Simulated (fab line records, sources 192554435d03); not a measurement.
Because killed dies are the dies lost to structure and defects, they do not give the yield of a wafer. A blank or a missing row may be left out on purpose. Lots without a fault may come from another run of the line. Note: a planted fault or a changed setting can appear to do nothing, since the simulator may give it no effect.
fab line records -- flow n5Finfet
record lots=9, wafers=25, lastDay=18
route steps=1938 shown BEOL_M3@979 BEOL_M4@1111 PASSIVATION@1936
lots that met no fault: taken from a fault-free run of the same line
startH: the number of hours between the record's first day and the start of the first shown wafer of the lot -- waitH: hours from the lot's prior step to this one -- " repeats the value in the row above -- L1.1+2: several wafers, shown together as one row -- - no value, or no start given -- * or withheld: withheld -- < > ~ a bound
route shown NAME@n: a module of which the file shows steps, and the number in the route of the first -- usual: the fault-free wafers' mean and standard deviation -- same: alike in all rows -- chamber/n: place in a boat -- sites: each site's reading -- _std_site: standard deviation across them -- _edge_site: mean of outer sites minus mean of inner sites -- radiusMm: how far each site lies from the wafer's centre -- mask NAME#n: copy n -- behind: the tool/chamber that last shaped the wafer -- hold: what put the lot on hold/how long, in hours/how the hold closed -- device: names the non-switching transistor (n, p or np) -- end of line: tests of these same wafers at the route's end -- where a step has no rows: the recipe by itself -- killed: not the wafer's yield, but the dies lost to structure and defects at the first sort -- map: a wafer's dies, marking killed ones x, the rest . and places with no die _
set.NAME: the setting as run; set.NAME@STEP: as run at that earlier step -- model.NAME: the simulator's own value behind a step, which no gauge read
steps of the route over a sample of lots; a table a step, a row a wafer
services: when a tool's chamber went out of use (startH, in hours from the record's first day, below 0 if earlier), for how many hours, and the reason
## steps
# step N5_BEOL_M3_STRIP_36
# recipe chemistry=N2/H2, powerW=450, tempC=40, pressureMtorr=20, rfFrequencyHz=6e+07, overashFraction=0.3, biasPowerW=7, h2Frac=0.5, n2FlowSccm=200, h2FlowSccm=200
# usual drypumpMotorCurrentA=5.9/0.52, oesProductAu=0.79/0.1, rfVppV=59.5/1.4, showerheadPlenumPTorr=2.58/0.077, throttleValvePct=23.58/0.26
lot.wafer,tool,chamber,startH,waitH,drypumpMotorCurrentA,oesProductAu,rfHoursCounterH,rfVppV,showerheadPlenumPTorr,throttleValvePct
L823.3,rieDiel-02,2,162.33,0.0,5.9,0.71,233,56.9,2.39,23.36
L823.5,rieDiel-02,0,162.33,0.0,5.2,0.70,-,58.2,2.60,23.15
L823.6,rieDiel-02,1,162.33,0.0,6.3,0.84,-,58.6,2.60,23.47
L822.4,rieDiel-05,3,167.52,0.0,5.8,0.70,166,58.5,2.64,23.93
L822.5,rieDiel-05,1,167.52,0.0,5.3,0.70,-,59.3,2.60,23.51
L822.6,rieDiel-05,2,167.52,0.0,6.6,0.76,-,60.4,2.53,23.69
L830.1,rieDiel-02,1,220.12,0.0,6.3,0.81,77,57.7,2.59,23.51
L830.5,rieDiel-02,1,220.12,0.0,6.3,0.81,-,61.1,2.60,23.51
L832.4,rieDiel-03,2,223.53,0.0,6.0,0.97,16,62.7,2.60,23.82
L832.6,rieDiel-03,1,223.53,0.0,5.3,0.72,-,57.5,2.50,23.89
L834.2,rieDiel-05,3,238.23,0.0,5.8,0.69,187,58.5,2.63,23.98
L834.4,rieDiel-05,0,238.23,0.0,6.6,0.75,171,59.5,2.44,23.45
L834.6,rieDiel-05,0,238.23,0.0,6.6,0.73,-,58.0,2.44,23.49
L833.2,rieDiel-05,2,245.00,0.0,6.6,0.74,176,58.8,2.52,23.74
L833.4,rieDiel-05,1,245.00,0.0,5.3,0.97,7,59.0,2.59,23.45
L833.6,rieDiel-05,3,245.00,0.0,5.8,0.69,-,62.2,2.63,23.99
L840.2,rieDiel-02,3,285.59,0.0,6.3,0.65,259,59.8,2.63,23.84
L840.4,rieDiel-02,3,285.59,0.0,6.2,0.66,-,60.2,2.63,23.82
L840.5,rieDiel-02,2,285.59,0.0,5.9,0.88,-,57.2,2.69,23.19
L841.1,rieDiel-02,2,296.77,0.0,5.9,0.87,19,59.7,2.69,23.18
L841.2,rieDiel-02,0,296.77,0.0,5.2,0.96,5,56.8,2.58,23.22
L841.3,rieDiel-02,2,296.77,0.0,5.9,0.89,-,58.0,2.69,23.18
L842.3,rieDiel-03,0,296.79,0.0,5.9,0.90,48,60.9,2.48,23.59
L842.5,rieDiel-03,1,296.79,0.0,5.4,0.71,-,58.4,2.49,23.92
L842.6,rieDiel-03,2,296.79,0.0,6.0,0.91,-,62.1,2.59,23.84
# step N5_BEOL_M3_STRIP_97
# recipe chemistry=N2/H2, timeS=10, powerW=450, tempC=40, pressureMtorr=20, rfFrequencyHz=6e+07, biasPowerW=7, n2FlowSccm=200, h2FlowSccm=200
# usual drypumpMotorCurrentA=5.9/0.52, oesProductAu=0.79/0.1, rfVppV=59.3/0.92, showerheadPlenumPTorr=2.58/0.077, throttleValvePct=23.58/0.26
lot.wafer,tool,chamber,startH,waitH,drypumpMotorCurrentA,oesProductAu,rfHoursCounterH,rfVppV,showerheadPlenumPTorr,throttleValvePct
L823.3,rieDiel-02,2,-,-,5.9,0.70,233,58.3,2.39,23.36
L823.5,rieDiel-02,0,-,-,5.2,0.70,-,59.1,2.60,23.14
L823.6,rieDiel-02,1,-,-,6.3,0.84,-,59.3,2.60,23.49
L822.4,rieDiel-05,3,-,-,5.8,0.70,166,59.4,2.64,23.93
L822.5,rieDiel-05,1,-,-,5.3,0.69,-,58.7,2.60,23.48
L822.6,rieDiel-05,2,-,-,6.6,0.75,-,58.1,2.53,23.70
L830.1,rieDiel-02,1,-,-,6.3,0.82,77,59.4,2.59,23.52
L830.5,rieDiel-02,1,-,-,6.3,0.82,-,58.0,2.60,23.50
L832.4,rieDiel-03,2,-,-,6.0,0.97,16,59.2,2.60,23.82
L832.6,rieDiel-03,1,-,-,5.4,0.72,-,59.2,2.50,23.90
L834.2,rieDiel-05,3,-,-,5.8,0.70,187,57.7,2.63,23.97
L834.4,rieDiel-05,0,-,-,6.6,0.74,171,57.8,2.44,23.46
L834.6,rieDiel-05,0,-,-,6.6,0.75,-,58.1,2.44,23.48
L833.2,rieDiel-05,2,-,-,6.6,0.74,176,58.9,2.52,23.73
L833.4,rieDiel-05,1,-,-,5.3,0.97,7,59.7,2.59,23.47
L833.6,rieDiel-05,3,-,-,5.8,0.70,-,59.8,2.63,23.97
L840.2,rieDiel-02,3,-,-,6.3,0.65,259,58.4,2.63,23.84
L840.4,rieDiel-02,3,-,-,6.3,0.65,-,60.4,2.63,23.83
L840.5,rieDiel-02,2,-,-,5.9,0.89,-,57.8,2.69,23.19
L842.3,rieDiel-03,0,-,-,5.9,0.89,48,60.0,2.48,23.59
L842.5,rieDiel-03,1,-,-,5.4,0.71,-,58.6,2.49,23.95
L842.6,rieDiel-03,2,-,-,6.0,0.91,-,58.5,2.59,23.85
L841.1,rieDiel-02,2,-,-,5.9,0.89,19,59.3,2.69,23.17
L841.2,rieDiel-02,0,-,-,5.2,0.98,5,59.8,2.58,23.15
L841.3,rieDiel-02,2,-,-,5.9,0.89,-,59.3,2.69,23.19
# step N5_BEOL_M3_ALD_84
# recipe material=TaN, targetThkA=*, tempC=275, aldPrecursorFamily=PDMAT, aldCoReactant=NH3, pressureTorr=3, carrierFlowSccm=1500, pulseTimeS=2, purgeTimeS=3, coReactantPurgeTimeS=2, coReactantPulseTimeS=3, aldCycles=30, precursorVesselTempC=75, precursorVesselPressureTorr=26.25, precursorVesselCarrierSccm=1000
# usual aldCycles=30/0, heaterPowerW=414/45
# same coReactantPurgeTimeS=2
lot.wafer,tool,chamber,startH,waitH,aldCycles,heaterPowerW
L823.3,aldMetal-02,2,163.17,0.2,30,334
L823.5,aldMetal-02,3,163.17,0.2,30,439
L823.6,aldMetal-02,0,163.17,0.2,30,359
L822.4,aldMetal-02,0,168.71,0.0,30,365
L822.5,aldMetal-02,1,168.71,0.0,30,365
L822.6,aldMetal-02,2,168.71,0.0,30,329
L830.1,aldMetal-02,1,221.14,0.1,30,363
L830.5,aldMetal-02,2,221.14,0.1,38,328
L832.4,aldMetal-02,3,224.02,0.0,30,434
L832.6,aldMetal-02,2,224.02,0.0,38,326
L834.2,aldMetal-01,0,239.37,0.0,30,458
L834.4,aldMetal-01,3,239.37,0.0,30,487
L834.6,aldMetal-01,1,239.37,0.0,30,425
L833.2,aldMetal-03,2,245.85,0.0,30,423
L833.4,aldMetal-03,3,245.85,0.0,30,389
L833.6,aldMetal-03,0,245.85,0.0,30,380
L840.2,aldMetal-01,1,286.20,0.0,30,442
L840.4,aldMetal-01,3,286.20,0.0,30,475
L840.5,aldMetal-01,0,286.20,0.0,30,452
L842.3,aldMetal-02,0,297.69,0.1,30,371
L842.5,aldMetal-02,3,297.69,0.1,30,446
L842.6,aldMetal-02,0,297.69,0.1,30,372
L841.1,aldMetal-03,3,297.78,0.1,30,378
L841.2,aldMetal-03,1,297.78,0.1,30,473
L841.3,aldMetal-03,0,297.78,0.1,30,392
# step N5_BEOL_M3_ANNEAL_49
# recipe tempC=400, timeS=240, ambient=vacuum
# usual heaterPowerW=823/62
lot.wafer,tool,chamber,startH,waitH,heaterPowerW
L823.3,pvdSputter-03,-,165.48,0.0,767
L823.5,pvdSputter-03,-,165.48,0.0,958
L823.6,pvdSputter-03,-,165.48,0.0,769
L822.4,pvdSputter-02,-,169.42,0.1,837
L822.5,pvdSputter-02,-,169.42,0.1,780
L822.6,pvdSputter-02,-,169.42,0.1,861
L830.1,pvdSputter-02,-,221.77,0.0,832
L830.5,pvdSputter-02,-,221.77,0.0,774
L832.4,pvdSputter-02,-,225.02,0.0,799
L832.6,pvdSputter-02,-,225.02,0.0,797
L834.2,pvdSputter-03,-,240.01,0.0,772
L834.4,pvdSputter-03,-,240.01,0.0,942
L834.6,pvdSputter-03,-,240.01,0.0,944
L833.2,pvdSputter-03,-,246.43,0.0,777
L833.4,pvdSputter-03,-,246.43,0.0,797
L833.6,pvdSputter-03,-,246.43,0.0,821
L840.2,pvdSputter-01,-,286.76,0.0,807
L840.4,pvdSputter-01,-,286.76,0.0,774
L840.5,pvdSputter-01,-,286.76,0.0,767
L841.1,pvdSputter-01,-,298.49,0.0,774
L841.2,pvdSputter-01,-,298.49,0.0,922
L841.3,pvdSputter-01,-,298.49,0.0,818
L842.3,pvdSputter-03,-,298.50,0.0,964
L842.5,pvdSputter-03,-,298.50,0.0,933
L842.6,pvdSputter-03,-,298.50,0.0,762
# step N5_BEOL_M4_RC_MEAS_101
# usual CHAIN_V2=228/11, CHAIN_V2_max_site=236/12, DIBL_N=36.4/2.7, DIBL_P=36/3.2, IOFF_N=0.16/0.046, IOFF_P=0.21/0.055, ION_N=677/15, ION_P=464/11, SS_N=71.5/0.79, SS_P=73.3/0.93, VT_N=250/4.1, VT_P=-251/4.4
lot.wafer,tool,chamber,startH,waitH,CHAIN_V2[ohm/link],CHAIN_V2_max_site[ohm/link],DIBL_N[mV/V],DIBL_P[mV/V],IOFF_N[nA/um],IOFF_P[nA/um],ION_N[uA/um],ION_P[uA/um],SS_N[mV/dec],SS_P[mV/dec],VT_N[mV],VT_P[mV]
L823.3,prober-01,0,189.09,0.3,234,248,38.3,40,0.22,0.36,695,487,72.9,73.0,242,-239
L823.5,prober-01,0,189.09,0.3,217,226,37.2,38,0.19,0.28,691,478,72.2,73.6,245,-242
L823.6,prober-01,0,189.09,0.3,232,242,35.4,36,0.16,0.26,682,481,72.0,73.0,248,-243
L822.4,prober-02,0,201.23,0.5,236,247,36.1,36,0.15,0.20,674,469,70.7,72.6,250,-248
L822.5,prober-02,0,201.23,0.5,235,251,37.3,37,0.18,0.23,681,471,71.8,74.1,247,-250
L822.6,prober-02,0,201.23,0.5,218,228,37.3,38,0.18,0.24,689,474,71.7,73.8,246,-248
L830.1,prober-02,0,238.22,0.0,223,230,36.4,37,0.16,0.22,677,468,71.0,74.2,247,-248
L830.5,prober-02,0,238.22,0.0,280,291,36.7,36,0.15,0.19,672,457,71.5,73.1,251,-252
L832.4,prober-02,0,249.83,0.5,208,213,33.4,34,0.15,0.20,691,471,70.3,72.8,246,-248
L832.6,prober-02,0,249.83,0.5,254,266,32.7,33,0.13,0.17,668,460,70.5,72.9,249,-253
L834.2,prober-02,0,257.55,0.2,240,251,33.3,34,0.12,0.18,656,454,71.3,73.1,254,-254
L834.4,prober-02,0,257.55,0.2,227,233,38.7,39,0.24,0.25,684,456,72.1,75.0,244,-251
L834.6,prober-02,0,257.55,0.2,223,231,36.7,35,0.18,0.19,653,445,72.6,73.5,252,-254
L833.2,prober-01,0,263.50,0.2,222,231,34.6,35,0.13,0.16,667,461,71.4,72.8,254,-254
L833.4,prober-01,0,263.50,0.2,231,237,39.2,41,0.20,0.24,671,459,72.4,74.0,251,-249
L833.6,prober-01,0,263.50,0.2,226,240,42.8,45,0.29,0.35,698,474,73.4,75.4,245,-246
L840.2,prober-01,0,298.85,0.2,235,240,36.5,35,0.14,0.19,663,462,70.9,72.6,250,-251
L840.4,prober-01,0,298.85,0.2,232,245,32.8,31,0.10,0.14,659,453,70.5,72.4,256,-256
L840.5,prober-01,0,298.85,0.2,242,254,35.4,34,0.13,0.17,670,461,71.1,72.0,252,-255
L841.1,prober-02,0,316.62,0.0,221,232,36.8,37,0.19,0.23,697,475,71.2,72.9,246,-248
L841.2,prober-02,0,316.62,0.0,221,229,37.1,38,0.20,0.23,694,466,71.2,73.8,246,-253
L841.3,prober-02,0,316.62,0.0,208,213,37.0,38,0.17,0.23,673,466,71.6,74.1,247,-251
L842.3,prober-02,0,319.36,0.3,219,223,40.0,38,0.21,0.22,677,457,72.4,73.5,249,-253
L842.5,prober-02,0,319.36,0.3,220,229,36.7,34,0.14,0.16,659,448,71.2,72.5,253,-257
L842.6,prober-02,0,319.36,0.3,210,216,41.0,40,0.23,0.25,689,467,72.3,74.2,247,-252
# sites CHAIN_V2 radiusMm=0,75,75,75,75,140,140,140,140
L823.3 240 236 241 231 248 220 219 234 220
L822.4 230 233 247 240 243 227 238 236 235
L830.1 220 227 230 218 228 217 219 223 224
L832.4 208 211 209 208 213 207 203 198 203
L834.2 232 237 240 239 245 239 240 246 251
L833.2 223 222 231 226 228 218 215 217 221
L840.2 235 235 240 239 239 217 223 223 223
L841.1 222 232 213 227 225 221 209 221 209
L842.3 213 222 214 218 222 223 213 222 219
# step N5_PASSIVATION_PROBE_49
# usual defectLimitedYield=91.1/1.4, killed_at_M0_to_M3=34/9.7, killed_at_M4_up=13/5.1, killedAtContacts=14/6.3, killedAtFrontEnd=40/11, killedAtOther=3.5/2.7, killedDies=105/16, killedOpen=70/12, killedShort=34/7.8, sort_bin_4_leakage=0.02/0.13, sort_bin_5_function=5.2/0.88, sort_bin_6_memory=3.3/0.7, sortNPass=1074/17, sortYieldPct=91.0/1.5
# same grossDies=1180, killedAtBackSide=0, sort_bin_8_speed[%]=0
lot.wafer,tool,chamber,startH,waitH,defectLimitedYield[%],killed_at_M0_to_M3,killed_at_M4_up,killedAtContacts,killedAtFrontEnd,killedAtOther,killedDies,killedOpen,killedShort,sort_bin_4_leakage[%],sort_bin_5_function[%],sort_bin_6_memory[%],sortNPass,sortYieldPct[%]
L832.4,prober-01,-,357.56,0.2,92.4,26,5,7,42,10,90,66,24,0,4.4,3.1,1090,92.4
L832.6,prober-01,-,357.66,0.3,92.7,36,10,5,30,5,86,57,27,0,4.7,2.2,1094,92.7
L833.2,prober-01,-,369.18,0.1,91.3,24,12,13,49,5,103,79,24,0,6.0,2.7,1077,91.3
L833.4,prober-01,-,369.28,0.2,89.8,34,14,19,48,5,120,72,48,0,6.8,3.3,1060,89.8
L833.6,prober-01,-,369.38,0.3,89.1,44,12,22,46,5,129,84,43,0.25,5.7,4.9,1048,88.8
# killed by level:class
L832.4 STI_FIN_REVEAL:geometricParticle:open=14 FIN_SAQP:geometricParticle:open=6 BEOL_M2:geometricParticle:open=6 BEOL_M3:geometricParticle:open=6 MOL_CONTACT_COAG:geometricParticle:open=5 DUMMY_GATE:geometricParticle:open=4 MIM_TOP_ETCH:geometricParticle:open=4 BEOL_M0_SAQP:geometricParticle:open=4
L832.6 BEOL_M1:geometricParticle:open=9 STI_FIN_REVEAL:geometricParticle:open=8 BEOL_M0_SAQP:geometricParticle:short=7 BEOL_M2:geometricParticle:open=7 FIN_SAQP:geometricParticle:short=6 BEOL_M0_SAQP:geometricParticle:open=6 MOL_CONTACT_COAG:geometricParticle:open=5 FIN_SAQP:geometricParticle:open=4
L833.2 FIN_SAQP:geometricParticle:open=14 MOL_CONTACT_COAG:geometricParticle:open=12 FIN_SAQP:geometricParticle:short=11 BEOL_M3:geometricParticle:open=10 GATE_CUT:geometricParticle:open=8 BEOL_M4:geometricParticle:open=6 STI_FIN_REVEAL:geometricParticle:open=5 GATE_CUT:geometricParticle:short=4
L833.4 MOL_CONTACT_COAG:geometricParticle:open=14 STI_FIN_REVEAL:geometricParticle:open=11 FIN_SAQP:geometricParticle:short=10 BEOL_M0_SAQP:geometricParticle:open=6 BEOL_M0:geometricParticle:open=6 BEOL_M4:geometricParticle:open=6 ILD0:geometricParticle:short=5 GATE_CUT:geometricParticle:open=5
L833.6 MOL_CONTACT_COAG:geometricParticle:open=19 BEOL_M0_SAQP:geometricParticle:short=15 BEOL_M0_SAQP:geometricParticle:open=14 STI_FIN_REVEAL:geometricParticle:open=10 FIN_SAQP:geometricParticle:short=7 BEOL_M4:geometricParticle:open=6 BEOL_M0:geometricParticle:open=5 FIN_SAQP:geometricParticle:open=4
## services
tool,chamber,startH,hours,kind
rieDiel-02,-,145.77,0.3,repair
rieDiel-03,2,149.60,-,clean
pvdSputter-01,-,172.98,11.1,repair
aldMetal-01,-,182.76,8.7,pm
rieDiel-05,1,196.49,-,clean
rieDiel-05,1,196.49,-,consumableReplace:focusRing
rieDiel-05,1,196.49,20.2,scheduledDown
rieDiel-05,1,196.49,20.2,ventCycle
aldMetal-02,2,208.62,5.0,repair
rieDiel-02,2,214.60,-,clean
rieDiel-02,2,214.60,-,consumableReplace:focusRing
rieDiel-02,2,214.60,-,consumableReplace:showerhead
rieDiel-02,2,214.60,22.7,scheduledDown
rieDiel-02,2,214.60,22.7,ventCycle
rieDiel-02,0,254.63,-,clean
rieDiel-02,0,254.63,-,consumableReplace:focusRing
rieDiel-02,0,254.63,32.4,scheduledDown
rieDiel-02,0,254.63,32.4,ventCycle
aldMetal-02,-,264.15,0.7,repair
aldMetal-02,1,283.70,4.5,repair
rieDiel-02,3,287.04,-,clean
rieDiel-02,3,287.04,-,consumableReplace:focusRing
rieDiel-02,3,287.04,29.0,scheduledDown
rieDiel-02,3,287.04,29.0,ventCycle
## key
firstSign step=N5_BEOL_M3_ALD_84, reading=aldCycles, direction=up, sigmas=99+, usual=*, struck=*
effect step=N5_BEOL_M4_RC_MEAS_101, reading=CHAIN_V2, direction=up, sigmas=3.7, usual=228, struck=267
effect step=N5_BEOL_M4_RC_MEAS_101, reading=CHAIN_V2_max_site, direction=up, sigmas=3.5, usual=236, struck=278
metAt N5_BEOL_M3_ALD_84
struckLots L830,L832
struckWafers L830.5,L832.6
notActingAt N5_BEOL_M3_STRIP_36,N5_BEOL_M3_STRIP_97,N5_BEOL_M3_ANNEAL_49
onsetBetween 168.71 221.14
fault kind=processParameterDrift, tool=aldMetal-02, chamber=-, onsetH=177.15, steps=N5_BEOL_M3_ALD_84, channel=aldCycles, offset=*, shape=step, endH=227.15, scope=struckWafersOnly, actsIn=*, stated=*
